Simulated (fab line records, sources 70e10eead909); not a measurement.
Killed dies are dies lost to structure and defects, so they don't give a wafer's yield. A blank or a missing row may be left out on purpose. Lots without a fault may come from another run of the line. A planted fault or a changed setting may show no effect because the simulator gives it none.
Which tool did it? | flow nand_harc | 11 lots, 33 wafers sampled, at 5 steps of a route of 1302

WHAT THE GAUGES READ, wafer by wafer
NHARC_END_SORT_01. Usual: defect_limited_yield 91 %, standard deviation 3.2; killed_at_array 53, standard deviation 21; killed_at_other 0.8, standard deviation 1.1; killed_at_periphery 4.2, standard deviation 2.7; killed_dies 58, standard deviation 22; killed_open 3.4, standard deviation 1.9; killed_short 2.5, standard deviation 1.6; sort_bin_2_pct 3.1 %, standard deviation 1.4; sort_bin_3_pct 0.6 %, standard deviation 0.43; sort_bin_4_pct 4.9 %, standard deviation 1.7; sort_n_pass 619, standard deviation 22; sort_rim_yield_pct 96.9 %, standard deviation 1.8; sort_yield_pct 91 %, standard deviation 3.2.
lot  | measured     | on        | defect_limited_yield (%) | killed_at_array | killed_at_other | killed_at_periphery | killed_dies | killed_open | killed_short | sort_bin_2_pct (%) | sort_bin_3_pct (%) | sort_bin_4_pct (%) | sort_n_pass | sort_rim_yield_pct (%) | sort_yield_pct (%) | flag
L734 | day 27 23:43 | prober-01 | 92 92 91                 | 53 49 50        | 1 1 1           | 3 7 11              | 57 57 62    | 3 3 4       | 3 1 7        | 2.1 2.4 3.5        | 1.3 0.6 0.1        | 5.0 5.5 5.5        | 620 620 615 | 99.1 94.3 91.5         | 92 92 91           |

WHICH TOOL RAN EACH LOT (tool, then ch and the chambers of the sampled wafers, then the start)
lot  | NHARC_P_M2_STRIP_18                | NHARC_P_M2_CMP_23             | NHARC_P_BONDPAD_DEP_00                     | NHARC_P_BONDPAD_SOFTBAKE_04
L726 | rie_diel-09 ch 1,3, day 6 06:02    | cmp-01 ch 0,2, day 6 07:50    | pecvd-01 ch 0,2, day 6 08:54               | litho_track-07 ch 0, day 6 09:00
L727 | rie_diel-11 ch 2,3, day 6 21:08    | cmp-02 ch 0,1,2, day 6 22:53  | pecvd-03 ch 0,1,2, day 6 23:55             | litho_track-02 ch 0, day 7 00:00
L731 | rie_diel-05 ch 0,1,2, day 8 20:35  | cmp-01 ch 0,1,3, day 8 22:20  | pecvd-02 ch 0,2, day 9 00:00 or earlier    | litho_track-02 ch 0, day 9 00:00
L734 | rie_diel-09 ch 0,1,2, day 10 00:16 | cmp-04 ch 0,2, day 10 02:02   | pecvd-01 ch 0,2, day 10 03:02              | litho_track-02 ch 0, day 10 03:00
L735 | rie_diel-09 ch 0,1,2, day 10 07:34 | cmp-02 ch 1,3, day 10 09:20   | pecvd-02 ch 0,2, day 10 10:25              | litho_track-05 ch 0, day 10 11:00
L736 | rie_diel-09 ch 1,2,3, day 10 18:22 | cmp-01 ch 0,2, day 10 20:11   | pecvd-03 ch 0,1, day 10 21:20              | litho_track-02 ch 0, day 10 22:00
L745 | rie_diel-09 ch 1,3, day 14 04:11   | cmp-01 ch 1,3, day 14 05:57   | pecvd-02 ch 0,1,2, day 14 06:58            | litho_track-02 ch 0, day 14 07:00
L746 | rie_diel-09 ch 0,1,2, day 14 21:55 | cmp-02 ch 0,3, day 14 23:36   | pecvd-03 ch 0,1,2, day 15 01:00 or earlier | litho_track-02 ch 0, day 15 01:00
L747 | rie_diel-11 ch 0,2,3, day 14 22:29 | cmp-04 ch 0,1, day 15 00:13   | pecvd-01 ch 1,2, day 15 02:00 or earlier   | litho_track-02 ch 0, day 15 02:00
L748 | rie_diel-09 ch 1,2, day 15 13:14   | cmp-04 ch 1,2,3, day 15 15:11 | pecvd-02 ch 0,2, day 15 16:11              | litho_track-02 ch 0, day 15 16:00
L749 | rie_diel-11 ch 0,1,2, day 15 21:20 | cmp-01 ch 0,2,3, day 15 23:06 | pecvd-03 ch 1,2, day 16 00:16              | litho_track-05 ch 0, day 16 01:00
- NHARC_P_M2_STRIP_18: strips in N2/H2.
- NHARC_P_M2_CMP_23: polishes, t overpolish 20 s, target thk 144.3 nm.
- NHARC_P_BONDPAD_DEP_00: deposits SiCN, target thk 250 nm.
- NHARC_P_BONDPAD_SOFTBAKE_04: time 70 s.

WHAT THE TOOLS THEMSELVES READ (means of the sampled wafers that have a number; where no wafer has one, the mark that the record gives instead)
NHARC_P_M2_STRIP_18. Usual: chamber_pressure_mTorr 30.000 mTorr, standard deviation 0.025; drypump_motor_current_A 5.7 A, standard deviation 0.46; n2_flow_sccm 150.0 sccm, standard deviation 0.47; oes_product_au 0.999 a.u., standard deviation 0.0081; rf_vpp_V 90.8 V, standard deviation 0.92; showerhead_plenum_p_Torr 2.05 Torr, standard deviation 0.069; throttle_valve_pct 14.171 %, standard deviation 0.0082.
lot  | tool        | chamber_pressure_mTorr (mTorr) | drypump_motor_current_A (A) | n2_flow_sccm (sccm) | oes_product_au (a.u.) | rf_vpp_V (V) | showerhead_plenum_p_Torr (Torr) | throttle_valve_pct (%) | flag
L726 | rie_diel-09 | 30.006                         | 5.6                         | 150.2               | 1.011                 | 90.4         | 2.02                            | 14.176                 |
L727 | rie_diel-11 | 30.009                         | 5.3                         | 150.6               | 0.992                 | 90.2         | 2.05                            | 14.175                 |
L731 | rie_diel-05 | 29.995                         | 5.6                         | 150.3               | 0.995                 | 89.7         | 1.99                            | 14.172                 |
L734 | rie_diel-09 | 29.994                         | 5.8                         | 149.7               | 0.993                 | 90.8         | 2.08                            | 14.163                 |
L735 | rie_diel-09 | 30.000                         | 5.8                         | 150.1               | 0.992                 | 91.1         | 2.08                            | 14.170                 |
L736 | rie_diel-09 | 30.003                         | 5.8                         | 150.2               | 1.000                 | 91.0         | 2.04                            | 14.170                 |
L745 | rie_diel-09 | 30.016                         | 5.7                         | 149.8               | 1.005                 | 91.4         | 2.01                            | 14.173                 |
L746 | rie_diel-09 | 30.024                         | 5.8                         | 149.8               | 1.006                 | 91.7         | 2.08                            | 14.168                 |
L747 | rie_diel-11 | 29.989                         | 5.5                         | 149.8               | 0.984                 | 91.1         | 2.06                            | 14.168                 |
L748 | rie_diel-09 | 29.994                         | 5.8                         | 150.1               | 1.001                 | 91.2         | 2.06                            | 14.177                 |
L749 | rie_diel-11 | 30.003                         | 5.9                         | 149.9               | 1.003                 | 90.2         | 2.11                            | 14.166                 |

NHARC_P_M2_CMP_23. Usual: motor_current_A 12.0 A, standard deviation 1.1; time_to_endpoint_s 27.4 s, standard deviation 2.5.
lot  | tool   | motor_current_A (A) | time_to_endpoint_s (s) | flag
L726 | cmp-01 | 13.6                | 26.3                   |
L727 | cmp-02 | 11.2                | 24.8                   |
L731 | cmp-01 | 12.5                | 27.4                   |
L734 | cmp-04 | 13.0                | 31.2                   |
L735 | cmp-02 | 11.1                | 25.8                   |
L736 | cmp-01 | 13.0                | 25.7                   |
L745 | cmp-01 | 11.8                | 29.1                   |
L746 | cmp-02 | 11.0                | 25.5                   |
L747 | cmp-04 | 13.1                | 27.3                   |
L748 | cmp-04 | 12.1                | 27.1                   |
L749 | cmp-01 | 13.0                | 27.1                   |

NHARC_P_BONDPAD_DEP_00. Usual: chamber_pressure_Torr 3.000 Torr, standard deviation 0.0063; heater_power_w 553 W, standard deviation 81.
lot  | tool     | chamber_pressure_Torr (Torr) | heater_power_w (W) | flag
L726 | pecvd-01 | 3.004                        | 610                |
L727 | pecvd-03 | 3.001                        | 543                |
L731 | pecvd-02 | 2.995                        | 503                |
L734 | pecvd-01 | 3.001                        | 602                |
L735 | pecvd-02 | 3.007                        | 517                |
L736 | pecvd-03 | 2.999                        | 556                |
L745 | pecvd-02 | 2.997                        | 525                |
L746 | pecvd-03 | 3.002                        | 544                |
L747 | pecvd-01 | 3.004                        | 627                |
L748 | pecvd-02 | 2.996                        | 520                |
L749 | pecvd-03 | 3.001                        | 541                |

NHARC_P_BONDPAD_SOFTBAKE_04. Usual: chill_plate_temp_C 23.02 C, standard deviation 0.12; heater_power_total_W 200.7 W, standard deviation 1.3.
lot  | tool           | chill_plate_temp_C (C) | heater_power_total_W (W) | flag
L726 | litho_track-07 | 23.01                  | 199.1                    |
L727 | litho_track-02 | 22.94                  | 201.9                    |
L731 | litho_track-02 | 22.89                  | 200.8                    |
L734 | litho_track-02 | 23.02                  | 207.2                    | OFF
L735 | litho_track-05 | 22.96                  | 200.5                    |
L736 | litho_track-02 | 23.15                  | 212.4                    | OFF
L745 | litho_track-02 | 23.10                  | 200.9                    |
L746 | litho_track-02 | 22.86                  | 199.3                    |
L747 | litho_track-02 | 23.08                  | 200.3                    |
L748 | litho_track-02 | 22.97                  | 202.3                    |
L749 | litho_track-05 | 22.97                  | 201.1                    |

THE ANSWER, worked out from the rows above alone
Rule: a lot is off if the mean of its wafers that have a number lies more than 3 standard deviations from the usual mean. A lot without any number at a reading at which 4 lots or more have one is off too. The other lots that the step has rows for count as sound. The gauges are gone through in route order, then the tools' own readings, and for those a lot's mean is taken as printed above. The first step at which some lot is off is used, and at that step the reading that is off furthest; a lot without a number counts as furthest.
Off: L734, L736, at NHARC_P_BONDPAD_SOFTBAKE_04 (heater_power_total_W).
A tool fits if, at that step or a process step before it, it ran every lot that is off, and no sound lot after the first of them. NHARC_P_BONDPAD_DEP_00 gives no start for some lots, so the hours and the order of its lots are those of NHARC_P_BONDPAD_SOFTBAKE_04. None of those tried fits.

WHAT THE SIMULATOR HAD PUT IN
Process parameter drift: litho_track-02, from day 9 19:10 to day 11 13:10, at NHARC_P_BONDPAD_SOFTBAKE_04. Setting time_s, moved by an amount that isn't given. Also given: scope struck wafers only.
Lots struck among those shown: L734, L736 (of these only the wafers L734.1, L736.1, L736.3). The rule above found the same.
